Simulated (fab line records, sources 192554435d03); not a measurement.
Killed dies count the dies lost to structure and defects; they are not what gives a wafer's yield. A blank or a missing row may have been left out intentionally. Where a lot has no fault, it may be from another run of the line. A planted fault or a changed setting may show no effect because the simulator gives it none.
Matching of chambers    flow n5_finfet    pecvd-01 running N5_BEOL_M0_SAQP_ILD_DEP_01: 3 sister chambers
The step deposits SiOC from DEMS/O2, target thk 45.419 nm, time 8.7 s. 6 wafers are shown with their chamber, then 8 later ones without.

WAFERS PAIRED WITH THEIR CHAMBERS
wafer   chamber  throttle_valve_pct (%)  heater_power_w (W)
L083.2  1        12.1                    367
L083.6  0        11.4                    413
L086.4  2        11.9                    356
L086.5  0        11.3                    422
L086.6  1        12.2                    375
L089.3  2        12.1                    376

WAFERS MISSING THEIR CHAMBER
wafer   throttle_valve_pct (%)  heater_power_w (W)
L089.4  11.8                    385
L089.5  12.3                    437
L090.2  11.9                    387
L090.3  12.2                    412
L090.4  12.1                    423
L097.1  11.4                    448
L097.3  12.2                    366
L097.6  12.0                    361

THE CHAMBER EACH PASSED THROUGH
wafer   from the rows above      in truth
L089.4  can't be placed: 2 or 1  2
L089.5  can't be placed: 1 or 2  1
L090.2  can't be placed: 2 or 1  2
L090.3  can't be placed: 1 or 2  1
L090.4  can't be placed: 1 or 2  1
L097.1  0                        0
L097.3  can't be placed: 1 or 2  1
L097.6  can't be placed: 2 or 1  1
1 of 8 placed correctly. From these rows, 7 cannot be placed; in 7 the true chamber is one of the candidates. Placed wrongly: 0.
How it was worked out, from the rows above alone: a wafer's distance from a chamber is the root of the sum, over the readings, of the square of ((its reading less the chamber's mean) divided by the reading's scatter). The wafer belongs to the nearest chamber; if the next one is less than 2 further off, it can't be placed. Each chamber's mean is taken over the wafers shown for it. The scatter: the root of (the sum of the squares of (reading less its chamber's mean) over the shown wafers, divided by (wafers less chambers)).
